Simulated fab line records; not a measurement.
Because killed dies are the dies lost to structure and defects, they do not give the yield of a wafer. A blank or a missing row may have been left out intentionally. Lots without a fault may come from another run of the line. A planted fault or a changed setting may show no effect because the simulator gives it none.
Split-lot study | flow n5Finfet | on a route of 1938 steps: 7 lots, 21 wafers read

ABOUT THE SPLIT
At N5_BEOL_M14_ETCH_68 (etches SOC in N2/H2, time 450 s), the setting timeS was moved away from the recipe's 450 s on 7 of the 21 wafers read, by -18.0% to +18.8%. This setting was run at the recipe's value on the other wafers.

Reading taken at the split's own step.

THE READING
SiARC_of_BEOL_M14_COAT_66.thkNm (the simulator's own value, which no gauge read), in nm, at N5_BEOL_M14_ETCH_68 (etches SOC in N2/H2, time 450 s). The file does not state a usual value for it. Here, 14 wafers ran the recipe; their average is 64.9 nm with a standard deviation of 0.7 nm.

wafer  | tool, chamber at the split | timeS as run, s | against the recipe | SiARC_of_BEOL_M14_COAT_66.thkNm, nm | against lot-mates on the recipe
L076.1 | rieDiel-05, 2              | 450             | recipe             | 64.4                                | -
L076.2 | rieDiel-05, 1              | 369             | -18.0%             | 73.8                                | +9.4
L076.6 | rieDiel-05, 1              | 369             | -18.0%             | 73.6                                | +9.2
L081.2 | rieDiel-03, 0              | 450             | recipe             | 64.2                                | -
L081.5 | rieDiel-03, 0              | 450             | recipe             | 63.8                                | -
L081.6 | rieDiel-03, 3              | 373.2           | -17.1%             | 72.4                                | +8.4
L086.3 | rieDiel-02, 0              | 450             | recipe             | 64.8                                | -
L086.4 | rieDiel-02, 3              | 450             | recipe             | 64.8                                | -
L086.5 | rieDiel-02, 3              | 450             | recipe             | 64.6                                | -
L089.2 | rieDiel-03, 2              | 450             | recipe             | 65.6                                | -
L089.3 | rieDiel-03, 0              | 450             | recipe             | 65.4                                | -
L089.4 | rieDiel-03, 0              | 450             | recipe             | 65.4                                | -
L091.3 | rieDiel-02, 2              | 450             | recipe             | 64.2                                | -
L091.4 | rieDiel-02, 1              | 450             | recipe             | 66.2                                | -
L091.5 | rieDiel-02, 3              | 534.4           | +18.8%             | 57.2                                | -8.0
L095.2 | rieDiel-03, 0              | 414.9           | -7.8%              | 68.2                                | +3.6
L095.4 | rieDiel-03, 2              | 450             | recipe             | 65.4                                | -
L095.6 | rieDiel-03, 3              | 450             | recipe             | 63.8                                | -
L097.1 | rieDiel-02, 3              | 450             | recipe             | 65.4                                | -
L097.3 | rieDiel-02, 2              | 421.9           | -6.2%              | 67.6                                | +2.2
L097.6 | rieDiel-02, 0              | 421.9           | -6.2%              | 68.2                                | +2.8

THE FIT
A straight line over all 21 wafers: SiARC_of_BEOL_M14_COAT_66.thkNm changes by -0.454 nm for each +1% of timeS; r = -0.98; the points scatter about the line by 0.68 nm.
The same after taking each lot's own level away (the mean of its wafers on the recipe; 21 wafers): -0.478 nm for each +1%; r = -0.99; scatter 0.56 nm.
On that fit, the largest move of timeS shifts the reading by 9 nm.
The lots' own levels span 64.00 to 65.47 nm, that is 2.1 times the standard deviation above.
Consequently the slope shifts little with the lot-to-lot level, the two slopes agreeing.
Check: with one of the wafers moved furthest among these (+18.8%) left out of the fit, the line predicts -9.5 nm for it against its lot-mates. Against them it came out at -8 nm.

THE FILE'S OWN FIT
SiARC_of_BEOL_M14_COAT_66.thkNm changes by -0.473 nm for each +1% of timeS, r = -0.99.
